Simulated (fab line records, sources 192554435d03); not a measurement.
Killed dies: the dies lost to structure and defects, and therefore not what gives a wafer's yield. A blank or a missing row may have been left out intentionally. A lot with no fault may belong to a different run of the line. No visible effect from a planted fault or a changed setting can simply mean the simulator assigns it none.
What tool caused it?    flow n5Finfet    30 wafers from 10 lots sampled at 3 of the route's 1938 steps

WHAT EACH GAUGE READ, for each wafer
N5_BEOL_M4_RC_MEAS_101. Usual: DIBL_N 36.2 mV/V, standard deviation 2.4; DIBL_P 36.2 mV/V, standard deviation 2.6; IOFF_N 0.16 nA/um, standard deviation 0.045; IOFF_P 0.21 nA/um, standard deviation 0.046; ION_N 674 uA/um, standard deviation 17; ION_P 463 uA/um, standard deviation 11; SS_N 71.5 mV/dec, standard deviation 0.77; SS_P 73.1 mV/dec, standard deviation 0.76; VT_N 250 mV, standard deviation 3.9; VT_P -250 mV, standard deviation 3.9.
lot   measured      on         DIBL_N (mV/V)   DIBL_P (mV/V)   IOFF_N (nA/um)  IOFF_P (nA/um)  ION_N (uA/um)  ION_P (uA/um)  SS_N (mV/dec)   SS_P (mV/dec)   VT_N (mV)    VT_P (mV)       flag
L881  day 7 21:28   prober-02  39.4 37.9 40.5  39.7 38.3 40.5  0.20 0.16 0.22  0.27 0.24 0.30  685 692 695    474 480 473    72.3 71.5 71.9  73.8 72.9 74.1  249 249 247  -244 -249 -245  
L884  day 8 10:56   prober-01  36.5 37.6 35.0  38.4 38.5 35.3  0.18 0.20 0.13  0.25 0.26 0.19  678 701 649    464 476 453    71.1 71.8 70.9  73.2 73.6 72.6  247 245 255  -246 -246 -250  
L885  day 8 17:58   prober-01  37.8 38.2 36.8  36.7 37.9 35.4  0.15 0.16 0.12  0.17 0.20 0.16  669 678 644    445 464 438    72.4 71.1 72.1  73.7 74.5 73.0  253 250 257  -258 -256 -257  
L886  day 8 20:34   prober-01  35.7 33.3 34.0  35.2 34.2 35.0  0.16 0.12 0.12  0.19 0.17 0.19  665 652 651    452 453 457    71.9 70.8 70.7  72.6 72.6 72.9  251 254 256  -254 -253 -251  
L893  day 11 09:36  prober-01  37.6 31.5 36.7  36.0 28.5 34.3  0.17 0.09 0.17  0.26 0.14 0.23  671 648 681    466 451 471    71.2 69.6 71.2  73.7 72.5 73.0  250 254 246  -246 -254 -243  
L895  day 11 14:35  prober-01  39.9 36.7 36.6  39.5 35.6 35.2  0.23 0.16 0.16  0.33 0.24 0.24  676 674 696    469 469 476    73.1 71.7 71.7  74.4 73.7 73.8  246 250 250  -244 -247 -246  
L896  day 11 17:31  prober-01  35.7 34.6 36.0  38.0 36.0 37.9  0.18 0.16 0.16  0.21 0.18 0.20  688 691 665    468 468 458    71.6 71.2 71.8  73.2 72.8 73.8  247 248 250  -251 -252 -252  
L900  day 13 04:14  prober-01  34.2 37.1 35.1  33.9 35.9 34.9  0.14 0.18 0.14  0.18 0.22 0.21  684 680 660    469 471 455    70.8 71.7 72.4  72.9 73.4 72.9  252 252 251  -252 -249 -246  
L903  day 13 21:27  prober-02  35.4 33.3 34.5  35.4 32.2 34.5  0.14 0.10 0.13  0.22 0.17 0.21  663 647 674    456 452 474    70.9 70.8 71.5  73.0 72.6 72.9  250 258 255  -248 -251 -250  
L904  day 14 07:34  prober-01  33.8 38.3 32.8  34.0 38.9 33.3  0.13 0.21 0.12  0.21 0.28 0.19  661 687 688    458 475 477    71.6 71.9 72.0  72.5 73.3 71.6  253 247 253  -248 -245 -250  

N5_BEOL_M11_CD_MEAS_28 targets a cd of 70 nm. Usual: cdNm at 69.9 nm, with a standard deviation of 1.
lot   measured      on        cdNm (nm)       flag
L881  day 9 17:22   cdSem-02  69.4 70.1 69.7  
L884  day 10 05:41  cdSem-01  68.7 71.7 71.5  
L885  day 10 12:25  cdSem-01  70.4 70.7 69.8  
L886  day 10 20:56  cdSem-02  69.4 69.1 68.9  
L893  day 14 05:20  cdSem-02  70.1 68.3 69.5  
L895  day 14 07:31  cdSem-02  69.9 71.4 69.1  
L896  day 14 16:08  cdSem-01  68.7 68.9 68.5  
L900  day 15 09:52  cdSem-01  69.7 69.6 70.9  
L903  day 16 11:33  cdSem-01  71.3 70.7 70.3  
L904  day 17 02:29  cdSem-03  70.3 70.6 70.4  

WHICH TOOL RAN EACH LOT (tool, then ch and the chambers of the sampled wafers, then the start)
lot   N5_BEOL_M11_STRIP_67
L881  rieDiel-02 ch 0,2,3, day 9 16:12
L884  rieDiel-02 ch 2,3, day 10 04:22
L885  rieDiel-06 ch 1,3, day 10 10:42
L886  rieDiel-01 ch 1,2, day 10 20:01
L893  rieDiel-06 ch 1,3, day 14 02:54
L895  rieDiel-02 ch 1,3, day 14 06:58
L896  rieDiel-02 ch 0,1,3, day 14 13:35
L900  rieDiel-06 ch 0,1,3, day 15 07:58
L903  rieDiel-02 ch 0,3, day 16 10:54
L904  rieDiel-06 ch 0,1,2, day 17 01:40
- N5_BEOL_M11_STRIP_67: strips in CF4.

AS READ BY THE TOOLS THEMSELVES (means over the sampled wafers that have a number; for cases with no such wafer, the mark the record gives instead)
N5_BEOL_M11_STRIP_67. Usual: drypumpMotorCurrentA 5.7 A, standard deviation 0.41; oesProductAu 0.80 a.u., standard deviation 0.081; rfVppV 271.1 V, standard deviation 1.8; showerheadPlenumPTorr 1.80 Torr, standard deviation 0.079; throttleValvePct 13.62 %, standard deviation 0.23.
lot   tool        drypumpMotorCurrentA (A)  oesProductAu (a.u.)  rfVppV (V)  showerheadPlenumPTorr (Torr)  throttleValvePct (%)  flag
L881  rieDiel-02  5.9                       0.79                 271.3       1.80                          13.68                 
L884  rieDiel-02  6.1                       0.79                 270.4       1.72                          13.57                 
L885  rieDiel-06  5.2                       0.84                 272.2       1.85                          13.69                 
L886  rieDiel-01  5.4                       0.70                 271.2       1.84                          13.87                 
L893  rieDiel-06  5.1                       0.84                 270.1       1.80                          13.64                 
L895  rieDiel-02  6.1                       0.73                 269.1       1.69                          13.62                 
L896  rieDiel-02  5.9                       0.73                 270.4       1.76                          13.76                 
L900  rieDiel-06  5.3                       0.81                 271.5       1.80                          13.64                 
L903  rieDiel-02  6.1                       0.72                 270.3       1.70                          13.79                 
L904  rieDiel-06  5.6                       0.83                 270.5       1.83                          13.53                 

THE ANSWER, worked out from the rows above alone
Rule: a lot is off if the mean of its wafers that have a number lies more than 3 standard deviations from the usual mean. Also off: a lot with no number at a reading for which 4 or more lots have one. The other lots that the step has rows for count as sound. First the gauges in route order, then the tools' own readings, where a lot's mean is used as printed above. The first step at which some lot is off is used, and at that step the reading that is off furthest; a lot without a number counts as furthest.
None of the lots is off at any reading shown; this tells nothing.

WHAT WAS PUT IN BY THE SIMULATOR
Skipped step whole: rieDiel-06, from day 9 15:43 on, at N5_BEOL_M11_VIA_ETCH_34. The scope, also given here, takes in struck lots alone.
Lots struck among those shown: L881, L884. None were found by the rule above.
